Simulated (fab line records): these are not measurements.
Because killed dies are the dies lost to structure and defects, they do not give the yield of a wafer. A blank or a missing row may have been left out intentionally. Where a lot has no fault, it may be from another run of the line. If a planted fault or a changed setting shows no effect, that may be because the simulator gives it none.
fab line records | flow nand-harc
[record] lots = 12 wafers = 36 last-day = 24
route steps=1159 shown A_STAIRCASE@670 A_BONDPAD@1085 THIN_TSV@1119 END@1159
lots with no fault: from the same line, run without faults
start-h: start of the lot's first displayed wafer, in hours after the record's first day | wait-h: hours from the lot's prior step to this one | " unchanged from the row above | L1.1+2: one row covering several wafers at once | - no value, or no start was given | * or withheld: withheld | < > ~ a bound
route shown NAME@n: NAME is a module with steps in the file, n the number in the route of the first one | usual: mean/standard deviation taken from wafers without a fault | same: alike in all rows | chamber/n: place in a boat | sites: per-site readings | _std_site: the values' standard deviation | _edge_site: outer sites' mean less inner sites' | radius-mm: for every site, how far away it sits from the centre of the wafer | mask NAME#n: copy n | behind: the tool/chamber that last shaped the wafer | hold: cause of the lot's hold/its duration in hours/its outcome | device: transistor that didn't switch, given as n, p or np | end of line: at the end of the route, the tests of the same wafers | a step without rows: its recipe alone | killed: dies that structure and defects cost at the first sort, which is not the same as the wafer's yield | map: the dies of a wafer, with x for killed, . for not killed, _ for no die there
set.NAME: the run value of the setting; set.NAME@STEP: its run value at that earlier step | model.NAME: the simulator's own value behind a step, which no gauge read
route steps across a sampled set of lots; one table per step, one row per wafer
services: when a tool's chamber went out of use (start-h, in hours from the record's first day, below 0 if earlier), for how many hours, and the reason
[[steps]]
[step NHARC_A_STAIRCASE_STRIP_295]
[recipe] o2-flow-sccm = 500 ar-flow-sccm = 0 bias-w = 0 chemistry = O2
[usual] drypump-motor-current-A = 5.8/0.5 oes-product-au = 0.997/0.014 rf-vpp-V = 57.8/0.93 showerhead-plenum-p-Torr = 3.54/0.19 throttle-valve-pct = 17.037/0.0082
[same] bias-w = 0
// columns lot.wafer tool chamber start-h wait-h drypump-motor-current-A oes-product-au rf-hours-counter-h rf-vpp-V showerhead-plenum-p-Torr throttle-valve-pct
L387.2 rie-diel-12 1 247.81 - 5.9 0.994 10 57.5 3.80 17.032
L387.1 " 0 " " 6.1 0.985 11 57.4 3.67 17.026
L387.5 " 2 " " 5.4 0.986 - 56.9 3.36 17.053
L390.3 rie-diel-12 2 263.08 - 5.4 0.977 16 57.5 3.36 17.023
L390.4 " 0 " " 6.1 0.988 16 57.8 3.67 17.029
L390.6 " 2 " " 5.3 0.993 - 56.2 3.36 17.046
L388.3 rie-diel-11 0 265.70 - 5.8 0.984 25 58.8 3.37 17.039
L388.2 " 3 " " 6.6 0.995 29 57.6 3.33 17.040
L388.5 " 1 " " 5.7 1.011 - 59.0 3.76 17.044
L389.2 rie-diel-12 3 277.20 - 5.6 1.007 23 58.5 3.64 17.037
L389.4 " 0 " " 6.0 0.987 24 57.7 3.66 17.040
L389.5 " 2 " " 5.3 0.992 - 57.4 3.35 17.040
L394.1 rie-diel-12 1 289.06 - 5.9 0.998 28 57.4 3.79 17.043
L394.4 " 2 " " 5.3 0.995 27 56.9 3.35 17.036
L394.2 " 0 " " 6.1 0.989 28 57.4 3.66 17.030
L395.3 rie-diel-11 2 299.26 - 6.1 0.968 42 58.9 3.78 17.040
L395.1 " 3 " " 6.6 0.992 43 56.2 3.32 17.026
L395.5 " 2 " " 6.1 0.974 - 60.0 3.78 17.056
L401.3 rie-diel-11 3 348.23 - 6.6 0.996 60 58.1 3.31 17.039
L401.2 " 0 " " 5.8 1.005 57 56.8 3.35 17.033
L401.6 " 2 " " 6.1 0.980 - 60.0 3.77 17.046
L406.2 rie-diel-05 3 356.52 - 6.5 0.990 2 58.7 3.81 17.052
L406.1 " 0 " " 4.8 1.008 2 58.6 3.48 17.032
L406.6 " 3 " " 6.5 0.997 - 58.6 3.81 17.021
L405.4 rie-diel-05 2 367.08 - 6.1 0.978 5 55.8 3.36 17.043
L405.1 " 3 " " 6.5 1.010 5 58.0 3.80 17.036
L405.3 " 0 " " 4.7 1.016 5 58.7 3.48 17.044
L407.1 rie-diel-11 0 386.61 - 5.8 0.978 3 57.8 3.35 17.039
L407.4 " 2 " " 6.1 1.008 3 58.8 3.77 17.046
L407.6 " 1 " " 5.7 1.028 - 57.9 3.74 17.034
L410.4 rie-diel-05 3 386.98 - 6.5 1.000 13 57.9 3.80 17.054
L410.2 " 0 " " 4.8 1.010 12 56.7 3.47 17.031
L410.6 " 3 " " 6.5 1.013 - 58.1 3.80 17.031
L408.3 rie-diel-11 1 396.58 - 5.7 1.014 6 58.3 3.74 17.056
L408.1 " 2 " " 6.1 1.000 7 57.6 3.76 17.038
L408.6 " 0 " " 5.8 0.968 - 57.8 3.35 17.027
[step NHARC_A_BONDPAD_PVD_27]
[recipe] target-thk-a = 300 chamber-pressure-pa = 5 power-w = 5000 substrate-temp-c = 30 time-s = 20.49 material = Cu
[usual] throttle-valve-pct = 30.1/1.1
// columns lot.wafer tool chamber start-h wait-h throttle-valve-pct
L387.1 pvd-sputter-01 - - - 30.5
L387.2 " - " " 31.3
L387.5 " - " " 30.0
L390.4 pvd-sputter-01 - - - 29.0
L390.3 " - " " 30.0
L390.6 " - " " 30.6
L388.2 pvd-sputter-02 - - - 30.1
L388.3 " - " " 32.0
L388.5 " - " " 30.1
L389.4 pvd-sputter-01 - - - 31.1
L389.2 " - " " 29.3
L389.5 " - " " 31.0
L394.1 pvd-sputter-01 - - - 29.0
L394.2 " - " " 30.0
L394.4 " - " " 31.1
L395.1 pvd-sputter-01 - - - 30.7
L395.3 " - " " 31.2
L395.5 " - " " 30.6
L401.3 pvd-sputter-03 - - - 29.8
L401.2 " - " " 29.4
L401.6 " - " " 28.6
L406.2 pvd-sputter-02 - - - 31.8
L406.1 " - " " 28.6
L406.6 " - " " 32.0
L405.3 pvd-sputter-02 - - - 28.7
L405.1 " - " " 29.8
L405.4 " - " " 31.8
L407.4 pvd-sputter-01 - - - 31.2
L407.1 " - " " 31.4
L407.6 " - " " 30.3
L410.4 pvd-sputter-02 - - - 31.5
L410.2 " - " " 32.1
L410.6 " - " " 29.0
L408.1 pvd-sputter-03 - - - 29.4
L408.3 " - " " 29.9
L408.6 " - " " 29.6
[step NHARC_A_BONDPAD_THK_MEAS_20]
[recipe] thk-meas-gauge = xrf
[usual] thk-nm = 169.7/1.5
// columns lot.wafer tool chamber start-h wait-h thk-nm
L387.1 film-metro-01 - 416.36 - 167.0
L387.2 " - " " 170.9
L387.5 " - " " 170.0
L390.3 film-metro-01 - 428.71 - 172.9
L390.4 " - " " 170.8
L390.6 " - " " 171.8
L388.2 film-metro-01 - 429.03 - 170.4
L388.3 " - " " 169.7
L388.5 " - " " 171.5
L389.2 film-metro-02 - 433.57 - 170.3
L389.4 " - " " 168.3
L389.5 " - " " 168.6
L394.1 film-metro-01 - 457.53 - 169.4
L394.2 " - " " 167.2
L394.4 " - " " 172.3
L395.1 film-metro-02 - 459.66 - 169.3
L395.3 " - " " 169.3
L395.5 " - " " 169.7
L401.2 film-metro-02 - 508.35 - 171.0
L401.3 " - " " 170.5
L401.6 " - " " 167.7
L406.1 film-metro-01 - 509.27 - 171.8
L406.2 " - " " 168.9
L406.6 " - " " 170.8
L405.1 film-metro-02 - 521.32 - 166.4
L405.3 " - " " 172.9
L405.4 " - " " 169.4
L407.1 film-metro-01 - 529.70 - 171.0
L407.4 " - " " 170.9
L407.6 " - " " 169.3
L410.2 film-metro-02 - 532.01 - 171.5
L410.4 " - " " 166.1
L410.6 " - " " 170.9
L408.1 film-metro-02 - 545.70 - 171.1
L408.3 " - " " 169.0
L408.6 " - " " 168.8
[step NHARC_THIN_TSV_ETCH_44]
[recipe] target-depth-a = 15942 time-s = 797.1 cf4-flow-sccm = 150 o2-flow-sccm = 10 ar-flow-sccm = 0 rf-w = 300 bias-w = 800 chemistry = CF4/O2
[usual] bias-w = 800.1/2.4 drypump-motor-current-A = 5.9/0.49 oes-product-au = 1.002/0.019 rf-vpp-V = 794/3.6 showerhead-plenum-p-Torr = 1.83/0.057 throttle-valve-pct = 16.914/0.0086
// columns lot.wafer tool chamber start-h wait-h bias-w drypump-motor-current-A oes-product-au rf-hours-counter-h rf-vpp-V showerhead-plenum-p-Torr throttle-valve-pct
L387.2 rie-diel-07 2 431.42 0.1 798.6 5.3 1.023 1 797 1.88 16.926
L387.1 " 3 " " 800.8 6.2 0.968 1 794 1.84 16.907
L387.5 " 3 " " 797.8 6.2 0.973 - 794 1.84 16.905
L390.3 rie-diel-07 3 443.26 0.2 800.3 6.2 0.971 2 793 1.83 16.905
L390.4 " 0 " " 800.5 6.2 1.026 2 788 1.72 16.890
L390.6 " 1 " " 795.0 6.6 0.978 - 793 1.82 16.926
L388.2 rie-diel-06 1 444.69 0.1 802.0 5.3 1.005 2 796 1.86 16.914
L388.3 " 0 " " 799.6 5.8 0.993 1 789 1.74 16.911
L388.5 " 2 " " 800.2 5.3 1.012 - 797 1.88 16.914
L389.2 rie-diel-07 3 448.81 0.1 800.6 6.2 0.975 3 794 1.83 16.908
L389.4 " 1 " " 800.9 6.7 0.984 3 794 1.82 16.916
L389.5 " 2 " " 803.6 5.3 1.026 - 797 1.88 16.909
L394.4 rie-diel-08 3 471.77 0.1 802.8 6.3 1.031 19 798 1.91 16.923
L394.2 " 0 " " 806.9 5.9 1.011 19 799 1.88 16.903
L394.1 " 1 " " 800.8 5.1 1.015 18 792 1.81 16.920
L395.1 rie-diel-08 3 472.95 0.1 803.7 6.3 1.028 20 799 1.91 16.908
L395.3 " 1 " " 803.4 5.1 1.005 18 793 1.81 16.919
L395.5 " 3 " " 801.2 6.3 1.021 - 799 1.91 16.912
L401.3 rie-diel-08 1 519.04 0.1 801.5 5.1 1.007 3 793 1.81 16.925
L401.2 " 2 " " 798.8 6.3 0.996 3 789 1.77 16.923
L401.6 " 0 " " 802.2 5.9 0.975 - 797 1.88 16.907
L406.1 rie-diel-08 1 525.80 0.1 797.9 5.1 1.007 3 794 1.81 16.897
L406.2 " 0 " " 806.4 5.9 0.979 4 798 1.88 16.920
L406.6 " 2 " " 800.5 6.3 0.987 - 791 1.77 16.905
L405.3 rie-diel-07 2 535.03 0.1 799.3 5.3 1.039 10 797 1.88 16.916
L405.1 " 3 " " 797.8 6.2 0.967 10 793 1.83 16.908
L405.4 " 0 " " 796.6 6.2 1.023 9 787 1.72 16.925
L407.4 rie-diel-06 0 542.92 0.1 798.4 5.8 1.010 9 789 1.74 16.909
L407.1 " 2 " " 797.2 5.3 1.023 9 797 1.88 16.924
L407.6 " 1 " " 797.2 5.2 1.000 - 796 1.86 16.922
L410.4 rie-diel-06 2 545.16 0.1 800.1 5.3 1.019 10 796 1.88 16.923
L410.2 " 1 " " 799.2 5.3 0.986 9 795 1.86 16.925
L410.6 " 2 " " 801.9 5.3 1.020 - 796 1.88 16.913
L408.3 rie-diel-07 3 558.57 0.1 800.6 6.1 0.981 12 794 1.83 16.914
L408.1 " 1 " " 798.7 6.6 0.994 11 793 1.82 16.915
L408.6 " 2 " " 797.7 5.3 1.042 - 797 1.88 16.910
[step NHARC_END_SORT_01]
[recipe] temp-c = 25
[usual] killed-at-array = 25/10 killed-at-other = 0.6/0.91 killed-at-periphery = 3.6/2.9 killed-dies = 29/10 killed-open = 3.3/2 killed-short = 1.9/1.5
[same] gross-dies = 677
// columns lot.wafer tool chamber start-h wait-h killed-at-array killed-at-other killed-at-periphery killed-dies killed-open killed-short
L394.1 prober-02 0 483.88 2.5 7 1 3 11 1 1
L394.2 prober-02 0 484.69 2.8 7 1 0 8 3 0
L394.4 prober-02 0 486.29 3.4 93 1 2 96 1 0
// killed by level:class
L394.1 A_CHANNEL_HOLE_D1:chamber-film-flake=4 P_CONTACT:chamber-film-flake=2 A_ONON_D1:geometric-particle:short=1 A_M0:geometric-particle:open=1 P_BONDPAD:chamber-film-flake=1 A_STAIRCASE:chamber-film-flake=1 THIN_TSV:chamber-film-flake=1
L394.2 A_STAIRCASE:chamber-film-flake=3 A_ONON_D1:geometric-particle:open=1 A_BLC:geometric-particle:open=1 A_M0:geometric-particle:open=1 A_CHANNEL_HOLE_D1:chamber-film-flake=1 THIN_TSV:chamber-film-flake=1
L394.4 A_STAIRCASE:unspecified=86 A_CHANNEL_HOLE_D1:chamber-film-flake=4 P_CONTACT:chamber-film-flake=2 A_M0:geometric-particle:open=1 A_WL_FILL:chamber-film-flake=1 A_CONTACT:chamber-film-flake=1 THIN_TSV:chamber-film-flake=1
[[services]]
// columns tool chamber start-h hours kind
rie-diel-07 - 228.20 9.0 pm
rie-diel-08 0 231.52 3.8 repair
rie-diel-08 3 241.07 3.1 repair
rie-diel-11 2 242.83 4.5 repair
rie-diel-11 0 259.02 6.5 repair
rie-diel-07 3 281.40 2.4 repair
pvd-sputter-02 - 288.64 7.3 repair
rie-diel-08 - 301.80 9.0 pm
rie-diel-08 2 321.67 4.6 repair
pvd-sputter-01 - 336.02 10.0 pm
pvd-sputter-02 - 338.36 14.5 repair
rie-diel-11 - 366.55 9.0 pm
pvd-sputter-02 - 370.20 12.2 repair
rie-diel-11 1 383.84 2.7 repair
rie-diel-07 - 388.62 3.5 repair
rie-diel-07 - 405.20 9.0 pm
rie-diel-11 2 465.19 1.2 repair
rie-diel-07 - 465.82 0.5 repair
rie-diel-07 - 492.08 0.6 repair
pvd-sputter-01 - 506.66 4.6 repair
rie-diel-11 2 507.23 4.9 repair
pvd-sputter-01 - 514.02 10.0 pm
rie-diel-11 - 543.55 9.0 pm
rie-diel-07 3 548.37 2.4 repair
[[key]]
[first-sign] step = NHARC_END_SORT_01 reading = killed-at-array direction = up sigmas = 6.5 usual = 25 struck = 93
[effect] step = NHARC_END_SORT_01 reading = killed-dies direction = up sigmas = 6.5 usual = 29 struck = 96
[more-kills-born-at] NHARC_A_STAIRCASE_STRIP_295@rie-diel-12 = 86
met-at NHARC_A_STAIRCASE_STRIP_295
struck-lots L394
struck-wafers L394.4
tester-left-out L394
not-acting-at NHARC_A_BONDPAD_PVD_27,NHARC_A_BONDPAD_THK_MEAS_20,NHARC_THIN_TSV_ETCH_44
onset-between 277.20 289.06
[fault] kind = chamber-particle-source tool = rie-diel-12 chamber = 2 onset-h = 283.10 steps = NHARC_A_STAIRCASE_STRIP_295 rate-per-visit-cm2 = 0.86968 end-h = 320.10
// tester-left-out: of these lots the tester's yield and bins aren't shown, on N5 and GAA mostly nor the transistor test; their killed dies are dies lost to structure and defects alone, not to doping, threshold or leakage, so they don't give the yield
